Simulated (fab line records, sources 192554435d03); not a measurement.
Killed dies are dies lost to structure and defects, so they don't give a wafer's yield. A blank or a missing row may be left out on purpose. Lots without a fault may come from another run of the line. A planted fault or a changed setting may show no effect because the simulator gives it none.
A struck lot beside a sound one | flow n5_finfet | 35 steps out of a route of 1938
Sound: wafers L826.3, L826.5, L826.6. Struck: wafers L837.1, L837.5. (L837.3 of the same lot was not struck and is left out.) The cause comes at the end.
At each step with rows: each side's tool, then ch and its chambers, then its first start. Under that, the readings that differ: sound wafers | struck wafers | difference of the means | sigmas: that difference in standard deviations of wafers without a fault.
alike: readings whose means differ by less than 2 such deviations, and words and numbers that are the same on both sides. not compared: withheld readings, readings that some wafer has no value for, bounds like >300 that may hide the same value, and numbers for which the record gives no deviation and whose values overlap.
The two part at a step that has a row with sigmas, a row that says differs or no value, or rows on one side only. Numbers that don't overlap but have no deviation are shown without sigmas and don't part them. A reading that every wafer of one side lacks parts them only if that side has two wafers or more.

first, 8 steps without rows for these wafers: N5_BEOL_M6_SPUTTER_48 (material Cu, target thk 10 nm, time 1.667 s); N5_BEOL_M6_ECD_50 (material Cu, target thk 300 nm); N5_BEOL_M6_ANNEAL_51 (time 90 s); N5_BEOL_M6_CMP_52 (polishes, stops on SiCOH lowk, t overpolish 6.9 s, target thk 80 nm); N5_BEOL_M6_PRE_CLEAN_55 (time 15 s); N5_BEOL_M6_DEP_56 (deposits SiCN from 3MS/NH3, target thk 10 nm, time 17.5 s); N5_BEOL_M7_ILD_DEP_00 (deposits SiCOH lowk from DEMS/porogen, target thk 179.75 nm, time 33.4 s); N5_BEOL_M7_CURE_74 (cures SiCOH lowk, time 240 s).
N5_BEOL_M7_PECVD_70: deposits SiO2 from TEOS/O2, target thk 20 nm, time 22.7 s.
  sound on pecvd-04 ch 0,1, day 10 19:37; struck on pecvd-04 ch 0,1, day 13 12:34
  reading                                    | sound          | struck    | difference | sigmas
  model.SiO2_of_BEOL_M7_PECVD_70.thk_nm (nm) | 20.2 19.8 20.2 | 18.4 18.8 | -1.5       |
  alike: heater_power_outer_w, heater_power_w, showerhead_plenum_p_Torr, throttle_valve_pct
then, 25 steps without rows for these wafers: N5_BEOL_M7_HM_DEP_02 (deposits TiN, target thk 20 nm); N5_BEOL_M7_COAT_59 (time 60 s, resist thk 100 nm); N5_BEOL_M7_COAT_60 (time 60 s, resist thk 35 nm); N5_BEOL_M7_COAT_05 (resist thk 90 nm); N5_BEOL_M7_EBR_07; N5_BEOL_M7_SOFTBAKE_06 (time 60 s); N5_BEOL_M7_EXPOSE_08 (exposes mask M7); N5_BEOL_M7_PEB_09 (peb time 60 s); N5_BEOL_M7_DEVELOP_10 (develop time 30 s); N5_BEOL_M7_DESCUM_16 (chemistry O2, time 7.9 s); N5_BEOL_M7_ETCH_61 (etches SiARC in CF4, target depth 45.5 nm, time 75.8 s); N5_BEOL_M7_ETCH_62 (etches SOC in N2/H2, target depth 110 nm, overetch 22 nm, time 165 s); N5_BEOL_M7_STRIP_68 (strips in N2/H2); N5_BEOL_M7_STRIP_67 (strips in CF4); N5_BEOL_M7_HM_OPEN_17 (chemistry Cl2/BCl3, target TiN, target depth 20 nm, overetch 6 nm); N5_BEOL_M7_STRIP_19 (strips in O2); N5_BEOL_M7_COAT_63 (time 60 s, resist thk 60 nm); N5_BEOL_M7_COAT_64 (time 60 s, resist thk 12 nm); N5_BEOL_M7_COAT_71 (time 60 s, resist thk 5 nm); N5_BEOL_M7_COAT_22 (resist thk 30 nm); N5_BEOL_M7_EBR_24; N5_BEOL_M7_SOFTBAKE_23 (time 60 s); N5_BEOL_M7_EXPOSE_25 (exposes mask V6, target cd 40 nm); N5_BEOL_M7_PEB_26 (peb time 60 s); N5_BEOL_M7_DEVELOP_27 (develop time 30 s).
N5_BEOL_M7_HM_STRIP_39: strips TiN in peroxide tin strip, target depth 25 nm, time 158 s.
  sound on wet_bench-06 ch 3,4,6, day 11 01:08; struck on wet_bench-06 ch 0,1, day 13 15:53
  reading                                    | sound          | struck    | difference | sigmas
  model.SiO2_of_BEOL_M7_PECVD_70.thk_nm (nm) | 20.2 19.8 20.2 | 18.2 18.6 | -1.7       |

WHERE THEY PART
Nowhere in this record.

WHY: what the simulator had put in
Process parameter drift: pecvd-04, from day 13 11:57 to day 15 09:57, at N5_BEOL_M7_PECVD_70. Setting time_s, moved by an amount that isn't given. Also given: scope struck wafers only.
